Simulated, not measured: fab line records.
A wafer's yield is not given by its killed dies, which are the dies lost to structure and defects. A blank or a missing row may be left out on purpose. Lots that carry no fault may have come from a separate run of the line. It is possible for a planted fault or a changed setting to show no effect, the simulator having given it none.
Matching of chambers + flow n5Finfet + rieDiel-03 running N5_WELL_APT_DESCUM_30: 4 sister chambers
The step chemistry O2, time 7.9 s. 8 wafers are shown with their chamber, then 11 later ones without.

## WAFERS WITH THEIR CHAMBER
| wafer  | chamber | drypumpMotorCurrentA (A) | showerheadPlenumPTorr (Torr) |
|--------|---------|--------------------------|------------------------------|
| L080.2 | 1       | 6.6                      | 2.12                         |
| L087.4 | 1       | 6.6                      | 2.11                         |
| L090.3 | 0       | 5.6                      | 2.14                         |
| L090.5 | 0       | 5.5                      | 2.14                         |
| L091.1 | 2       | 5.7                      | 2.01                         |
| L091.2 | 3       | 5.3                      | 2.22                         |
| L091.5 | 2       | 5.8                      | 2.01                         |
| L092.1 | 3       | 5.3                      | 2.22                         |

## WAFERS WITHOUT THEIR CHAMBER
| wafer  | drypumpMotorCurrentA (A) | showerheadPlenumPTorr (Torr) |
|--------|--------------------------|------------------------------|
| L092.2 | 5.8                      | 2.01                         |
| L092.3 | 6.6                      | 2.11                         |
| L092.4 | 5.8                      | 2.01                         |
| L092.5 | 6.6                      | 2.11                         |
| L092.6 | 5.2                      | 2.22                         |
| L093.1 | 6.6                      | 2.11                         |
| L093.2 | 5.8                      | 2.01                         |
| L093.3 | 5.3                      | 2.22                         |
| L097.1 | 5.8                      | 2.00                         |
| L097.3 | 5.3                      | 2.22                         |
| L097.6 | 6.6                      | 2.10                         |

## EACH ONE'S CHAMBER
| wafer  | from the rows above | in truth |
|--------|---------------------|----------|
| L092.2 | 2                   | 2        |
| L092.3 | 1                   | 1        |
| L092.4 | 2                   | 2        |
| L092.5 | 1                   | 1        |
| L092.6 | 3                   | 3        |
| L093.1 | 1                   | 1        |
| L093.2 | 2                   | 2        |
| L093.3 | 3                   | 3        |
| L097.1 | 2                   | 2        |
| L097.3 | 3                   | 3        |
| L097.6 | 1                   | 1        |
Correct placement for 11 of the 11. Number that these rows cannot place: 0. Wrongly placed: 0.
How it was worked out, from the rows above alone: a wafer's distance from a chamber is the root of the sum, over the readings, of the square of ((its reading less the chamber's mean) divided by the reading's scatter). The wafer belongs to the nearest chamber; if the next one is less than 2 further off, it can't be placed. A chamber's mean is the mean of its shown wafers. The scatter: the root of (the sum of the squares of (reading less its chamber's mean) over the shown wafers, divided by (wafers less chambers)).
